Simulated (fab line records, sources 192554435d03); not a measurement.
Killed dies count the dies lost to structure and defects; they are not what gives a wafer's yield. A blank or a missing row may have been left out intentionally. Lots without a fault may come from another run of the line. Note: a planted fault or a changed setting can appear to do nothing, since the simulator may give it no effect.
Split-lot trial | flow n5-finfet | on a route of 1938 steps: 7 lots, 21 wafers read

== SPLIT DETAILS ==
At N5_BEOL_M2_COAT_67 (time 60 s, resist thk 60 nm), the setting spin-rpm was moved away from the recipe's 1500 rpm on 7 of the 21 wafers read, by -4.4% to +6.3%. This setting was run at the recipe's value on the other wafers.

== FROM THE SPLIT TO THE READING: what the file shows between them, 9 steps ==
- N5_BEOL_M2_EXPOSE_25: exposes mask V1, defocus 5 nm (also split here: dose-mj)
- N5_BEOL_M2_PEB_26: peb time 60 s
- N5_BEOL_M2_DEVELOP_27: develop time 30 s
- N5_BEOL_M2_CD_MEAS_28: target cd 26.2 nm, target cd y 24.1 nm
- N5_BEOL_M2_ALD_98: deposits SiO2, target thk 2.5 nm, pulse time 1 s, co reactant pulse time 1 s
- N5_BEOL_M2_ETCHBACK_99: etches SiO2 in CHF3, target depth 5 nm, time 10.4 s
- N5_BEOL_M2_ETCH_70: etches SOC in N2/H2, target depth 80 nm, overetch 24 nm, time 130 s
- N5_BEOL_M2_STRIP_71: strips in N2/H2
- N5_BEOL_M2_STRIP_78: strips in N2/H2

== THE READING ==
SOC_of_BEOL_M2_COAT_67.thk-nm (the simulator's own value, which no gauge read), in nm, at N5_BEOL_M2_VIA_ETCH_34 (etches the open film in C4F6/O2, target depth 69.4 nm, time 65.9 s). There is no usual value for it anywhere in the file. Here, 14 wafers ran the recipe; their average is 52.0 nm with a standard deviation of 0.2 nm.

wafer  | tool, chamber at the split | spin-rpm as run, rpm | against the recipe | SOC_of_BEOL_M2_COAT_67.thk-nm, nm | against lot-mates on the recipe
L074.1 | litho-track-01, 0          | 1500                 | recipe             | 52                                | -
L074.2 | litho-track-01, 0          | 1500                 | recipe             | 52                                | -
L074.3 | litho-track-01, 0          | 1500                 | recipe             | 52                                | -
L075.1 | litho-track-05, 0          | 1500                 | recipe             | 51.8                              | -
L075.3 | litho-track-05, 0          | 1434                 | -4.4%              | 53.6                              | +1.8
L075.5 | litho-track-05, 0          | 1434                 | -4.4%              | 53                                | +1.2
L081.2 | litho-track-05, 0          | 1543                 | +2.9%              | 51                                | -0.8
L081.3 | litho-track-05, 0          | 1543                 | +2.9%              | 50.8                              | -1.0
L081.4 | litho-track-05, 0          | 1500                 | recipe             | 51.8                              | -
L084.3 | litho-track-05, 0          | 1500                 | recipe             | 52.4                              | -
L084.4 | litho-track-05, 0          | 1500                 | recipe             | 52.2                              | -
L084.6 | litho-track-05, 0          | 1500                 | recipe             | 52                                | -
L085.1 | litho-track-04, 0          | 1593                 | +6.2%              | 49.8                              | -2.0
L085.2 | litho-track-04, 0          | 1593                 | +6.2%              | 50.2                              | -1.6
L085.6 | litho-track-04, 0          | 1500                 | recipe             | 51.8                              | -
L092.2 | litho-track-04, 0          | 1500                 | recipe             | 52                                | -
L092.3 | litho-track-04, 0          | 1500                 | recipe             | 51.8                              | -
L092.5 | litho-track-04, 0          | 1594                 | +6.3%              | 50                                | -1.9
L094.2 | litho-track-04, 0          | 1500                 | recipe             | 52                                | -
L094.3 | litho-track-04, 0          | 1500                 | recipe             | 52.2                              | -
L094.6 | litho-track-04, 0          | 1500                 | recipe             | 52.4                              | -

FIT RESULTS
A straight line over all 21 wafers: SOC_of_BEOL_M2_COAT_67.thk-nm changes by -0.321 nm for each +1% of spin-rpm; r = -0.97; the points scatter about the line by 0.22 nm.
The same after taking each lot's own level away (the mean of its wafers on the recipe; 21 wafers): -0.309 nm for each +1%; r = -0.98; scatter 0.16 nm.
According to that fit, moving spin-rpm by its largest amount changes the reading by 1.9 nm.
From 51.80 to 52.20 nm: that is the span of the lots' own levels, equal to 2.0 times the standard deviation above.
The two slopes agree, so the slope changes little with the lot-to-lot level.
Check: with one of the wafers moved furthest among these (+6.3%) left out of the fit, the line predicts -1.92 nm for it against its lot-mates. Against them it came out at -1.9 nm.

== THE OTHER SPLITS THESE WAFERS WENT THROUGH ==
Other splits were also applied to these wafers ahead of the reading. Each is held against what the fit with the lots' levels taken away leaves over:
other split on the same wafers       | wafers away from the commonest value | r with SOC_of_BEOL_M2_COAT_67.thk-nm (lot level and that fit taken away)
N5_BEOL_M0_SAQP_EXPOSE_37 dose-mj    | 7                                    | -0.15
N5_BEOL_M0_SAQP_CUT_ETCH_46 source-w | 8                                    | +0.33
N5_BEOL_M0_ETCH_109 bias-w           | 9                                    | +0.18
N5_BEOL_M2_EXPOSE_25 dose-mj         | 5                                    | -0.06

== THE WHOLE CHAIN: every reading that the file lists as answering this split, in the file's order ==
step                   | what it does                                                        | reading                                                                        | change (the file's fit)               | r (the file's)
N5_BEOL_M2_COAT_67     | time 60 s, resist thk 60 nm                                         | SOC_of_BEOL_M2_COAT_67.thk-nm (the simulator's own value, which no gauge read) | -0.29 nm for each +1% of the setting  | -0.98
N5_BEOL_M2_ETCH_70     | etches SOC in N2/H2, target depth 80 nm, overetch 24 nm, time 130 s | etch.depth-nm (the simulator's own value, which no gauge read)                 | -0.301 nm for each +1% of the setting | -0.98
N5_BEOL_M2_VIA_ETCH_34 | etches the open film in C4F6/O2, target depth 69.4 nm, time 65.9 s  | SOC_of_BEOL_M2_COAT_67.thk-nm (the simulator's own value, which no gauge read) | -0.306 nm for each +1% of the setting | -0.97

== THE FILE'S OWN FIT ==
SOC_of_BEOL_M2_COAT_67.thk-nm changes by -0.306 nm for each +1% of spin-rpm, r = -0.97.
